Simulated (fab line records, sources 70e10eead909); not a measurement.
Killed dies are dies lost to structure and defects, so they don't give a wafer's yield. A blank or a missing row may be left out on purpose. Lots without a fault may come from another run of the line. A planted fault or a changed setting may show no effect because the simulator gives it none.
fab line records :: flow nand-harc
record
  lots=6
  wafers=18
  last-day=33
route steps=1302 shown A_DECK1_JOINT@541 A_ONON_D2@545
lots with no fault: from the same line, run without faults
start-h: hours from the record's opening day to when the first of the lot's shown wafers began :: wait-h: how many hours have passed since the lot's step before this one :: " unchanged from the row above :: L1.1+2: one row covering several wafers at once :: - no value, or no start was given :: * or withheld: withheld :: < > ~ a bound
route shown NAME@n: names a module that has steps shown in the file, with the first one's number in the route :: usual: mean/standard deviation taken from wafers without a fault :: same: alike in all rows :: chamber/n: place in a boat :: sites: per-site readings :: _std_site: standard deviation across them :: _edge_site: the outer-site mean with the inner-site mean subtracted :: radius-mm: how far each site lies from the wafer's centre :: mask NAME#n: copy n :: behind: the most recent tool/chamber to have shaped the wafer :: hold: why the lot was held/for how many hours/how that ended :: device: the n, p or np transistor that did not switch :: end of line: the tests these same wafers got at the end of their route :: a step given without rows: its recipe and nothing more :: killed: at the first sort, the dies lost to defects and structure; wafer yield is something else :: map: dies across one wafer; x = killed, . = not, _ = none there
set.NAME: the setting as run; set.NAME@STEP: as run at that earlier step :: model.NAME: the simulator's own value behind a step, which no gauge read
lots at some steps of the route; a table a step, a row a wafer
services: the hour from which a tool's chamber was out of use, counted from the record's first day as start-h (under 0 if before that day), plus the number of hours and why
## steps
# step NHARC_A_DECK1_JOINT_SRD_15
# step NHARC_A_DECK1_JOINT_DEP_16
# recipe
  target-thk-a=450
  temp-c=400
  pressure-torr=6.5
  rf-w=900
  teos-flow-sccm=161.4
  flow-sccm=2650
  target-thk-nm=45
  gas=O2
  material=SiO2
# usual
  chamber-pressure-Torr=6.499/0.017
  heater-power-w=566/110
  showerhead-vpp-V=1872/79
  throttle-valve-pct=15.9/0.79
lot.wafer: L812.6
tool: pecvd-02
chamber: 2
start-h: 306.87
wait-h: 0.2
chamber-pressure-Torr: 6.517
heater-power-w: 569
showerhead-vpp-V: 1783
throttle-valve-pct: 17.3

lot.wafer: L812.5
tool: pecvd-02
chamber: 0
start-h: 306.87
wait-h: 0.2
chamber-pressure-Torr: 6.498
heater-power-w: 536
showerhead-vpp-V: 1967
throttle-valve-pct: 15.6

lot.wafer: L812.4
tool: pecvd-02
chamber: 1
start-h: 306.87
wait-h: 0.2
chamber-pressure-Torr: 6.529
heater-power-w: 522
showerhead-vpp-V: 1852
throttle-valve-pct: 16.5

lot.wafer: L818.1
tool: pecvd-01
chamber: 2
start-h: 368.39
wait-h: 0.1
chamber-pressure-Torr: 6.500
heater-power-w: 440
showerhead-vpp-V: 1837
throttle-valve-pct: 15.8

lot.wafer: L818.6
tool: pecvd-01
chamber: 0
start-h: 368.39
wait-h: 0.1
chamber-pressure-Torr: 6.500
heater-power-w: 535
showerhead-vpp-V: 1778
throttle-valve-pct: 14.5

lot.wafer: L818.5
tool: pecvd-01
chamber: 1
start-h: 368.39
wait-h: 0.1
chamber-pressure-Torr: 6.503
heater-power-w: 768
showerhead-vpp-V: 1861
throttle-valve-pct: 16.1

lot.wafer: L820.3
tool: pecvd-02
chamber: 1
start-h: 395.16
wait-h: 0.1
chamber-pressure-Torr: 6.503
heater-power-w: 411
showerhead-vpp-V: 1859
throttle-valve-pct: 16.5

lot.wafer: L820.6
tool: pecvd-02
chamber: 1
start-h: 395.16
wait-h: 0.1
chamber-pressure-Torr: 6.497
heater-power-w: 421
showerhead-vpp-V: 1814
throttle-valve-pct: 16.5

lot.wafer: L820.5
tool: pecvd-02
chamber: 0
start-h: 395.16
wait-h: 0.1
chamber-pressure-Torr: 6.516
heater-power-w: 574
showerhead-vpp-V: 1958
throttle-valve-pct: 15.9

lot.wafer: L826.4
tool: pecvd-01
chamber: 0
start-h: 442.12
wait-h: 0.2
chamber-pressure-Torr: 6.469
heater-power-w: 449
showerhead-vpp-V: 1794
throttle-valve-pct: 14.7

lot.wafer: L826.6
tool: pecvd-01
chamber: 1
start-h: 442.12
wait-h: 0.2
chamber-pressure-Torr: 6.484
heater-power-w: 797
showerhead-vpp-V: 1830
throttle-valve-pct: 16.3

lot.wafer: L826.5
tool: pecvd-01
chamber: 2
start-h: 442.12
wait-h: 0.2
chamber-pressure-Torr: 6.472
heater-power-w: 510
showerhead-vpp-V: 1817
throttle-valve-pct: 15.8

lot.wafer: L827.3
tool: pecvd-01
chamber: 0
start-h: 450.46
wait-h: 0.1
chamber-pressure-Torr: 6.498
heater-power-w: 515
showerhead-vpp-V: 1783
throttle-valve-pct: 14.6

lot.wafer: L827.2
tool: pecvd-01
chamber: 1
start-h: 450.46
wait-h: 0.1
chamber-pressure-Torr: 6.510
heater-power-w: 729
showerhead-vpp-V: 1866
throttle-valve-pct: 16.2

lot.wafer: L827.6
tool: pecvd-01
chamber: 1
start-h: 450.46
wait-h: 0.1
chamber-pressure-Torr: 6.504
heater-power-w: 727
showerhead-vpp-V: 1805
throttle-valve-pct: 16.5

lot.wafer: L831.1
tool: pecvd-02
chamber: 2
start-h: 493.45
wait-h: 0.1
chamber-pressure-Torr: 6.514
heater-power-w: 514
showerhead-vpp-V: 1780
throttle-valve-pct: 17.7

lot.wafer: L831.3
tool: pecvd-02
chamber: 0
start-h: 493.45
wait-h: 0.1
chamber-pressure-Torr: 6.501
heater-power-w: 569
showerhead-vpp-V: 2021
throttle-valve-pct: 15.3

lot.wafer: L831.6
tool: pecvd-02
chamber: 0
start-h: 493.45
wait-h: 0.1
chamber-pressure-Torr: 6.499
heater-power-w: 566
showerhead-vpp-V: 1954
throttle-valve-pct: 15.2
# step NHARC_A_DECK1_JOINT_THK_MEAS_17
# recipe
  thk-meas-gauge=ellipsometry
# usual
  thk-nm=44.8/1.3
lot.wafer: L812.4
tool: film-metro-01
chamber: -
start-h: 307.07
wait-h: 0.1
thk-nm: 44.3

lot.wafer: L812.5
tool: film-metro-01
chamber: -
start-h: 307.07
wait-h: 0.1
thk-nm: 47.2

lot.wafer: L812.6
tool: film-metro-01
chamber: -
start-h: 307.07
wait-h: 0.1
thk-nm: 46.6

lot.wafer: L818.1
tool: film-metro-01
chamber: -
start-h: 368.62
wait-h: 0.2
thk-nm: 43.8

lot.wafer: L818.5
tool: film-metro-01
chamber: -
start-h: 368.62
wait-h: 0.2
thk-nm: 45.2

lot.wafer: L818.6
tool: film-metro-01
chamber: -
start-h: 368.62
wait-h: 0.2
thk-nm: 46.4

lot.wafer: L820.3
tool: film-metro-02
chamber: -
start-h: 395.44
wait-h: 0.3
thk-nm: 45.8

lot.wafer: L820.5
tool: film-metro-02
chamber: -
start-h: 395.44
wait-h: 0.3
thk-nm: 45.9

lot.wafer: L820.6
tool: film-metro-02
chamber: -
start-h: 395.44
wait-h: 0.3
thk-nm: 42.7

lot.wafer: L826.4
tool: film-metro-02
chamber: -
start-h: 442.32
wait-h: 0.2
thk-nm: 44.2

lot.wafer: L826.5
tool: film-metro-02
chamber: -
start-h: 442.32
wait-h: 0.2
thk-nm: 44.2

lot.wafer: L826.6
tool: film-metro-02
chamber: -
start-h: 442.32
wait-h: 0.2
thk-nm: 44.2

lot.wafer: L827.2
tool: film-metro-02
chamber: -
start-h: 450.71
wait-h: 0.2
thk-nm: 45.5

lot.wafer: L827.3
tool: film-metro-02
chamber: -
start-h: 450.71
wait-h: 0.2
thk-nm: 43.7

lot.wafer: L827.6
tool: film-metro-02
chamber: -
start-h: 450.71
wait-h: 0.2
thk-nm: 44.6

lot.wafer: L831.1
tool: film-metro-01
chamber: -
start-h: 493.82
wait-h: 0.3
thk-nm: 44.6

lot.wafer: L831.3
tool: film-metro-01
chamber: -
start-h: 493.82
wait-h: 0.3
thk-nm: 44.2

lot.wafer: L831.6
tool: film-metro-01
chamber: -
start-h: 493.82
wait-h: 0.3
thk-nm: 45.3
# step NHARC_A_DECK1_JOINT_INSPECT_05
# usual
  raw-defect-count=354/150
lot.wafer: L812.4
tool: defect-inspect-01
chamber: -
start-h: 307.10
wait-h: 0.0
raw-defect-count: 359

lot.wafer: L812.5
tool: defect-inspect-01
chamber: -
start-h: 307.10
wait-h: 0.0
raw-defect-count: 265

lot.wafer: L812.6
tool: defect-inspect-01
chamber: -
start-h: 307.10
wait-h: 0.0
raw-defect-count: 341

lot.wafer: L818.1
tool: defect-inspect-01
chamber: -
start-h: 368.65
wait-h: 0.0
raw-defect-count: 164

lot.wafer: L818.5
tool: defect-inspect-01
chamber: -
start-h: 368.65
wait-h: 0.0
raw-defect-count: 276

lot.wafer: L818.6
tool: defect-inspect-01
chamber: -
start-h: 368.65
wait-h: 0.0
raw-defect-count: 199

lot.wafer: L820.3
tool: defect-inspect-01
chamber: -
start-h: 395.48
wait-h: 0.0
raw-defect-count: 247

lot.wafer: L820.5
tool: defect-inspect-01
chamber: -
start-h: 395.48
wait-h: 0.0
raw-defect-count: 332

lot.wafer: L820.6
tool: defect-inspect-01
chamber: -
start-h: 395.48
wait-h: 0.0
raw-defect-count: 353

lot.wafer: L826.4
tool: defect-inspect-01
chamber: -
start-h: 442.36
wait-h: 0.0
raw-defect-count: 797

lot.wafer: L826.5
tool: defect-inspect-01
chamber: -
start-h: 442.36
wait-h: 0.0
raw-defect-count: 414

lot.wafer: L826.6
tool: defect-inspect-01
chamber: -
start-h: 442.36
wait-h: 0.0
raw-defect-count: 506

lot.wafer: L827.2
tool: defect-inspect-01
chamber: -
start-h: 450.74
wait-h: 0.0
raw-defect-count: 725

lot.wafer: L827.3
tool: defect-inspect-01
chamber: -
start-h: 450.74
wait-h: 0.0
raw-defect-count: 920

lot.wafer: L827.6
tool: defect-inspect-01
chamber: -
start-h: 450.74
wait-h: 0.0
raw-defect-count: 551

lot.wafer: L831.1
tool: defect-inspect-01
chamber: -
start-h: 493.85
wait-h: 0.0
raw-defect-count: 269

lot.wafer: L831.3
tool: defect-inspect-01
chamber: -
start-h: 493.85
wait-h: 0.0
raw-defect-count: 353

lot.wafer: L831.6
tool: defect-inspect-01
chamber: -
start-h: 493.85
wait-h: 0.0
raw-defect-count: 386
# step NHARC_A_ONON_D2_DEP_00
# recipe
  target-thk-a=10000
  n2-flow-sccm=2750
  n2o-flow-sccm=2000
  nh3-flow-sccm=500
  sih4-flow-sccm=210
  temp-c=400
# step NHARC_A_ONON_D2_THK_MEAS_02
# recipe
  thk-meas-gauge=ellipsometry
# usual
  thk-nm=1001/7.2
lot.wafer: L812.4
tool: film-metro-02
chamber: -
start-h: 307.68
wait-h: -
thk-nm: 1002

lot.wafer: L812.5
tool: film-metro-02
chamber: -
start-h: 307.68
wait-h: -
thk-nm: 1004

lot.wafer: L812.6
tool: film-metro-02
chamber: -
start-h: 307.68
wait-h: -
thk-nm: 1004

lot.wafer: L818.1
tool: film-metro-01
chamber: -
start-h: 369.23
wait-h: -
thk-nm: 1009

lot.wafer: L818.5
tool: film-metro-01
chamber: -
start-h: 369.23
wait-h: -
thk-nm: 1007

lot.wafer: L818.6
tool: film-metro-01
chamber: -
start-h: 369.23
wait-h: -
thk-nm: 1010

lot.wafer: L820.3
tool: film-metro-01
chamber: -
start-h: 396.05
wait-h: -
thk-nm: 1002

lot.wafer: L820.5
tool: film-metro-01
chamber: -
start-h: 396.05
wait-h: -
thk-nm: 1001

lot.wafer: L820.6
tool: film-metro-01
chamber: -
start-h: 396.05
wait-h: -
thk-nm: 1001

lot.wafer: L826.4
tool: film-metro-01
chamber: -
start-h: 442.93
wait-h: -
thk-nm: 1007

lot.wafer: L826.5
tool: film-metro-01
chamber: -
start-h: 442.93
wait-h: -
thk-nm: 1006

lot.wafer: L826.6
tool: film-metro-01
chamber: -
start-h: 442.93
wait-h: -
thk-nm: 1006

lot.wafer: L827.2
tool: film-metro-02
chamber: -
start-h: 451.48
wait-h: -
thk-nm: 1003

lot.wafer: L827.3
tool: film-metro-02
chamber: -
start-h: 451.48
wait-h: -
thk-nm: 1002

lot.wafer: L827.6
tool: film-metro-02
chamber: -
start-h: 451.48
wait-h: -
thk-nm: 1003

lot.wafer: L831.1
tool: film-metro-02
chamber: -
start-h: 494.43
wait-h: -
thk-nm: 1001

lot.wafer: L831.3
tool: film-metro-02
chamber: -
start-h: 494.43
wait-h: -
thk-nm: 1000

lot.wafer: L831.6
tool: film-metro-02
chamber: -
start-h: 494.43
wait-h: -
thk-nm: 1000
# step NHARC_A_ONON_D2_DEP_03
# recipe
  target-thk-a=10000
  n2-flow-sccm=2750
  n2o-flow-sccm=2000
  nh3-flow-sccm=500
  sih4-flow-sccm=210
  temp-c=400
# step NHARC_A_ONON_D2_THK_MEAS_05
# recipe
  thk-meas-gauge=ellipsometry
# usual
  thk-nm=1006/10
lot.wafer: L812.4
tool: film-metro-01
chamber: -
start-h: 308.25
wait-h: -
thk-nm: 1013

lot.wafer: L812.5
tool: film-metro-01
chamber: -
start-h: 308.25
wait-h: -
thk-nm: 1013

lot.wafer: L812.6
tool: film-metro-01
chamber: -
start-h: 308.25
wait-h: -
thk-nm: 1013

lot.wafer: L818.1
tool: film-metro-01
chamber: -
start-h: 369.93
wait-h: -
thk-nm: 994

lot.wafer: L818.5
tool: film-metro-01
chamber: -
start-h: 369.93
wait-h: -
thk-nm: 994

lot.wafer: L818.6
tool: film-metro-01
chamber: -
start-h: 369.93
wait-h: -
thk-nm: 995

lot.wafer: L820.3
tool: film-metro-01
chamber: -
start-h: 396.62
wait-h: -
thk-nm: 1000

lot.wafer: L820.5
tool: film-metro-01
chamber: -
start-h: 396.62
wait-h: -
thk-nm: 998

lot.wafer: L820.6
tool: film-metro-01
chamber: -
start-h: 396.62
wait-h: -
thk-nm: 1001

lot.wafer: L826.4
tool: film-metro-01
chamber: -
start-h: 443.50
wait-h: -
thk-nm: 1001

lot.wafer: L826.5
tool: film-metro-01
chamber: -
start-h: 443.50
wait-h: -
thk-nm: 1002

lot.wafer: L826.6
tool: film-metro-01
chamber: -
start-h: 443.50
wait-h: -
thk-nm: 1003

lot.wafer: L827.2
tool: film-metro-01
chamber: -
start-h: 452.18
wait-h: -
thk-nm: 1011

lot.wafer: L827.3
tool: film-metro-01
chamber: -
start-h: 452.18
wait-h: -
thk-nm: 1012

lot.wafer: L827.6
tool: film-metro-01
chamber: -
start-h: 452.18
wait-h: -
thk-nm: 1012

lot.wafer: L831.1
tool: film-metro-01
chamber: -
start-h: 495.00
wait-h: -
thk-nm: 999

lot.wafer: L831.3
tool: film-metro-01
chamber: -
start-h: 495.00
wait-h: -
thk-nm: 998

lot.wafer: L831.6
tool: film-metro-01
chamber: -
start-h: 495.00
wait-h: -
thk-nm: 1000
# step NHARC_A_ONON_D2_DEP_06
# recipe
  target-thk-a=10000
  n2-flow-sccm=2750
  n2o-flow-sccm=2000
  nh3-flow-sccm=500
  sih4-flow-sccm=210
  temp-c=400
# step NHARC_A_ONON_D2_THK_MEAS_08
# recipe
  thk-meas-gauge=ellipsometry
# usual
  thk-nm=997/12
lot.wafer: L812.4
tool: film-metro-02
chamber: -
start-h: 308.81
wait-h: -
thk-nm: 1005

lot.wafer: L812.5
tool: film-metro-02
chamber: -
start-h: 308.81
wait-h: -
thk-nm: 1007

lot.wafer: L812.6
tool: film-metro-02
chamber: -
start-h: 308.81
wait-h: -
thk-nm: 1008

lot.wafer: L818.1
tool: film-metro-01
chamber: -
start-h: 370.61
wait-h: -
thk-nm: 1007

lot.wafer: L818.5
tool: film-metro-01
chamber: -
start-h: 370.61
wait-h: -
thk-nm: 1006

lot.wafer: L818.6
tool: film-metro-01
chamber: -
start-h: 370.61
wait-h: -
thk-nm: 1005

lot.wafer: L820.3
tool: film-metro-01
chamber: -
start-h: 397.18
wait-h: -
thk-nm: 985

lot.wafer: L820.5
tool: film-metro-01
chamber: -
start-h: 397.18
wait-h: -
thk-nm: 985

lot.wafer: L820.6
tool: film-metro-01
chamber: -
start-h: 397.18
wait-h: -
thk-nm: 984

lot.wafer: L826.4
tool: film-metro-02
chamber: -
start-h: 444.07
wait-h: -
thk-nm: 1001

lot.wafer: L826.5
tool: film-metro-02
chamber: -
start-h: 444.07
wait-h: -
thk-nm: 1003

lot.wafer: L826.6
tool: film-metro-02
chamber: -
start-h: 444.07
wait-h: -
thk-nm: 1004

lot.wafer: L827.2
tool: film-metro-01
chamber: -
start-h: 452.75
wait-h: -
thk-nm: 998

lot.wafer: L827.3
tool: film-metro-01
chamber: -
start-h: 452.75
wait-h: -
thk-nm: 998

lot.wafer: L827.6
tool: film-metro-01
chamber: -
start-h: 452.75
wait-h: -
thk-nm: 997

lot.wafer: L831.1
tool: film-metro-02
chamber: -
start-h: 495.56
wait-h: -
thk-nm: 1010

lot.wafer: L831.3
tool: film-metro-02
chamber: -
start-h: 495.56
wait-h: -
thk-nm: 1008

lot.wafer: L831.6
tool: film-metro-02
chamber: -
start-h: 495.56
wait-h: -
thk-nm: 1011
# step NHARC_A_ONON_D2_DEP_09
# recipe
  target-thk-a=10000
  n2-flow-sccm=2750
  n2o-flow-sccm=2000
  nh3-flow-sccm=500
  sih4-flow-sccm=210
  temp-c=400
# step NHARC_A_ONON_D2_THK_MEAS_11
# recipe
  thk-meas-gauge=ellipsometry
# usual
  thk-nm=1001/9.4
lot.wafer: L812.4
tool: film-metro-02
chamber: -
start-h: 309.38
wait-h: -
thk-nm: 1003

lot.wafer: L812.5
tool: film-metro-02
chamber: -
start-h: 309.38
wait-h: -
thk-nm: 1003

lot.wafer: L812.6
tool: film-metro-02
chamber: -
start-h: 309.38
wait-h: -
thk-nm: 1002

lot.wafer: L818.1
tool: film-metro-02
chamber: -
start-h: 371.26
wait-h: -
thk-nm: 1002

lot.wafer: L818.5
tool: film-metro-02
chamber: -
start-h: 371.26
wait-h: -
thk-nm: 1000

lot.wafer: L818.6
tool: film-metro-02
chamber: -
start-h: 371.26
wait-h: -
thk-nm: 999

lot.wafer: L820.3
tool: film-metro-02
chamber: -
start-h: 397.75
wait-h: -
thk-nm: 1004

lot.wafer: L820.5
tool: film-metro-02
chamber: -
start-h: 397.75
wait-h: -
thk-nm: 1005

lot.wafer: L820.6
tool: film-metro-02
chamber: -
start-h: 397.75
wait-h: -
thk-nm: 1004

lot.wafer: L826.4
tool: film-metro-02
chamber: -
start-h: 444.64
wait-h: -
thk-nm: 992

lot.wafer: L826.5
tool: film-metro-02
chamber: -
start-h: 444.64
wait-h: -
thk-nm: 990

lot.wafer: L826.6
tool: film-metro-02
chamber: -
start-h: 444.64
wait-h: -
thk-nm: 991

lot.wafer: L827.2
tool: film-metro-02
chamber: -
start-h: 453.31
wait-h: -
thk-nm: 984

lot.wafer: L827.3
tool: film-metro-02
chamber: -
start-h: 453.31
wait-h: -
thk-nm: 986

lot.wafer: L827.6
tool: film-metro-02
chamber: -
start-h: 453.31
wait-h: -
thk-nm: 986

lot.wafer: L831.1
tool: film-metro-01
chamber: -
start-h: 496.13
wait-h: -
thk-nm: 976

lot.wafer: L831.3
tool: film-metro-01
chamber: -
start-h: 496.13
wait-h: -
thk-nm: 976

lot.wafer: L831.6
tool: film-metro-01
chamber: -
start-h: 496.13
wait-h: -
thk-nm: 978
# step NHARC_A_ONON_D2_DEP_12
# recipe
  target-thk-a=10000
  n2-flow-sccm=2750
  n2o-flow-sccm=2000
  nh3-flow-sccm=500
  sih4-flow-sccm=210
  temp-c=400
lot.wafer: L812.4+5+6
tool: pecvd-onon-02
chamber: 0
start-h: 309.61
wait-h: 0.2

lot.wafer: L818.1+5+6
tool: pecvd-onon-01
chamber: 0
start-h: 371.32
wait-h: 0.1

lot.wafer: L820.3+5+6
tool: pecvd-onon-03
chamber: 0
start-h: 397.92
wait-h: 0.2

lot.wafer: L826.4+5+6
tool: pecvd-onon-03
chamber: 0
start-h: 444.87
wait-h: 0.2

lot.wafer: L827.2+3+6
tool: pecvd-onon-03
chamber: 0
start-h: 453.43
wait-h: 0.1

lot.wafer: L831.1+3+6
tool: pecvd-onon-01
chamber: 0
start-h: 496.18
wait-h: 0.1
# step NHARC_A_ONON_D2_THK_MEAS_14
# recipe
  thk-meas-gauge=ellipsometry
# usual
  thk-nm=1001/7.2
lot.wafer: L812.4
tool: film-metro-02
chamber: -
start-h: 309.96
wait-h: -
thk-nm: 1010

lot.wafer: L812.5
tool: film-metro-02
chamber: -
start-h: 309.96
wait-h: -
thk-nm: 1007

lot.wafer: L812.6
tool: film-metro-02
chamber: -
start-h: 309.96
wait-h: -
thk-nm: 1008

lot.wafer: L818.1
tool: film-metro-02
chamber: -
start-h: 371.84
wait-h: -
thk-nm: 1001

lot.wafer: L818.5
tool: film-metro-02
chamber: -
start-h: 371.84
wait-h: -
thk-nm: 1001

lot.wafer: L818.6
tool: film-metro-02
chamber: -
start-h: 371.84
wait-h: -
thk-nm: 1003

lot.wafer: L820.3
tool: film-metro-01
chamber: -
start-h: 398.32
wait-h: -
thk-nm: 1000

lot.wafer: L820.5
tool: film-metro-01
chamber: -
start-h: 398.32
wait-h: -
thk-nm: 1001

lot.wafer: L820.6
tool: film-metro-01
chamber: -
start-h: 398.32
wait-h: -
thk-nm: 1001

lot.wafer: L826.4
tool: film-metro-01
chamber: -
start-h: 445.20
wait-h: -
thk-nm: 1064

lot.wafer: L826.5
tool: film-metro-01
chamber: -
start-h: 445.20
wait-h: -
thk-nm: 1064

lot.wafer: L826.6
tool: film-metro-01
chamber: -
start-h: 445.20
wait-h: -
thk-nm: 1062

lot.wafer: L827.2
tool: film-metro-02
chamber: -
start-h: 453.88
wait-h: -
thk-nm: 1054

lot.wafer: L827.3
tool: film-metro-02
chamber: -
start-h: 453.88
wait-h: -
thk-nm: 1054

lot.wafer: L827.6
tool: film-metro-02
chamber: -
start-h: 453.88
wait-h: -
thk-nm: 1053

lot.wafer: L831.1
tool: film-metro-01
chamber: -
start-h: 496.72
wait-h: -
thk-nm: 1002

lot.wafer: L831.3
tool: film-metro-01
chamber: -
start-h: 496.72
wait-h: -
thk-nm: 1001

lot.wafer: L831.6
tool: film-metro-01
chamber: -
start-h: 496.72
wait-h: -
thk-nm: 1000
# step NHARC_A_ONON_D2_ANNEAL_15
# recipe
  temp-c=750
  time-s=3600
## services
tool: pecvd-01
chamber: -
start-h: 311.00
hours: 13.0
kind: pm

tool: pecvd-01
chamber: 0
start-h: 311.00
hours: 13.0
kind: vent-cycle

tool: pecvd-01
chamber: 1
start-h: 311.00
hours: 13.0
kind: vent-cycle

tool: pecvd-01
chamber: 2
start-h: 311.00
hours: 13.0
kind: vent-cycle

tool: pecvd-01
chamber: 0
start-h: 324.00
hours: -
kind: clean

tool: pecvd-01
chamber: 1
start-h: 324.00
hours: -
kind: clean

tool: pecvd-01
chamber: 2
start-h: 324.00
hours: -
kind: clean

tool: pecvd-onon-02
chamber: -
start-h: 366.26
hours: 13.0
kind: pm

tool: pecvd-onon-03
chamber: -
start-h: 408.01
hours: 13.0
kind: pm

tool: pecvd-02
chamber: -
start-h: 408.23
hours: 13.0
kind: pm

tool: pecvd-02
chamber: 0
start-h: 408.23
hours: 13.0
kind: vent-cycle

tool: pecvd-02
chamber: 1
start-h: 408.23
hours: 13.0
kind: vent-cycle

tool: pecvd-02
chamber: 2
start-h: 408.23
hours: 13.0
kind: vent-cycle

tool: pecvd-02
chamber: 0
start-h: 421.23
hours: -
kind: clean

tool: pecvd-02
chamber: 1
start-h: 421.23
hours: -
kind: clean

tool: pecvd-02
chamber: 2
start-h: 421.23
hours: -
kind: clean

tool: pecvd-onon-02
chamber: -
start-h: 447.27
hours: 1.1
kind: repair

tool: pecvd-onon-01
chamber: -
start-h: 450.00
hours: 0.8
kind: repair

tool: pecvd-02
chamber: 1
start-h: 471.41
hours: 25.9
kind: repair

tool: pecvd-01
chamber: -
start-h: 492.14
hours: 13.0
kind: pm

tool: pecvd-01
chamber: 0
start-h: 492.14
hours: 13.0
kind: vent-cycle

tool: pecvd-01
chamber: 1
start-h: 492.14
hours: 13.0
kind: vent-cycle

tool: pecvd-01
chamber: 2
start-h: 492.14
hours: 13.0
kind: vent-cycle
## key
first-sign
  step=NHARC_A_ONON_D2_THK_MEAS_14
  reading=thk-nm
  direction=up
  sigmas=7.9
  usual=1001
  struck=1058
effect none on later readings
met-at NHARC_A_ONON_D2_DEP_12
struck-wafers L826.4,L826.5,L826.6,L827.2,L827.3,L827.6
tester-left-out L826,L827
onset-between 397.92 444.87
also-fits NHARC_A_DECK1_JOINT_DEP_16:pecvd-01
fault
  kind=process-parameter-drift
  tool=pecvd-onon-03
  chamber=-
  onset-h=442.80
  steps=NHARC_A_ONON_D2_DEP_12
  channel=target-thk-a
  offset=*
  shape=step
  end-h=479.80
  acts-in=*
  stated=*
# tester-left-out: of these lots the tester's yield and bins aren't shown, on N5 and GAA mostly nor the transistor test; their killed dies are dies lost to structure and defects alone, not to doping, threshold or leakage, so they don't give the yield
